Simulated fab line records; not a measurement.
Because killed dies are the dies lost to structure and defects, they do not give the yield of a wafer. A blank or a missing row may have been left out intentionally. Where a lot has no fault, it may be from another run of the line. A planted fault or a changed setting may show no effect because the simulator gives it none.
Matching of chambers -- flow nandHarc -- NHARC_A_STAIRCASE_ALD_420 on aldHk-04: 4 sister chambers
The step deposits SiO2, target thk 20 nm, pulse time 6 s, ald cycles 200. 4 wafers are shown with their chamber, then 8 later ones without.

WAFERS WITH THEIR CHAMBER
wafer,chamber,heaterPowerOuterW (W)
L081.4,3,222
L083.2,1,239
L083.4,2,218
L086.4,0,261

WAFERS WITH NO CHAMBER GIVEN
wafer,heaterPowerOuterW (W)
L086.5,265
L086.6,235
L090.1,227
L090.4,234
L090.5,224
L097.1,229
L097.2,219
L097.3,235

THE CHAMBER EACH PASSED THROUGH
wafer,from the rows above,in truth
L086.5,0,0
L086.6,1,1
L090.1,can't be placed: 3 or 2 or 1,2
L090.4,can't be placed: 1 or 3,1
L090.5,can't be placed: 3 or 2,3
L097.1,can't be placed: 3 or 1 or 2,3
L097.2,can't be placed: 2 or 3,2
L097.3,1,1
Correct placement for 3 of the 8. Not placeable from these rows: 5 (in 5, the candidates include the true chamber). 0 placed wrongly.
How it was worked out, from the rows above alone: a wafer's distance from a chamber is the root of the sum, over the readings, of the square of ((its reading less the chamber's mean) divided by the reading's scatter). The wafer belongs to the nearest chamber; if the next one is less than 2 further off, it can't be placed. The mean given for a chamber averages the wafers shown for that chamber. The scatter (one wafer shown for each chamber): square how far every hidden wafer sits from the nearest shown wafer, average those squares and take the square root.
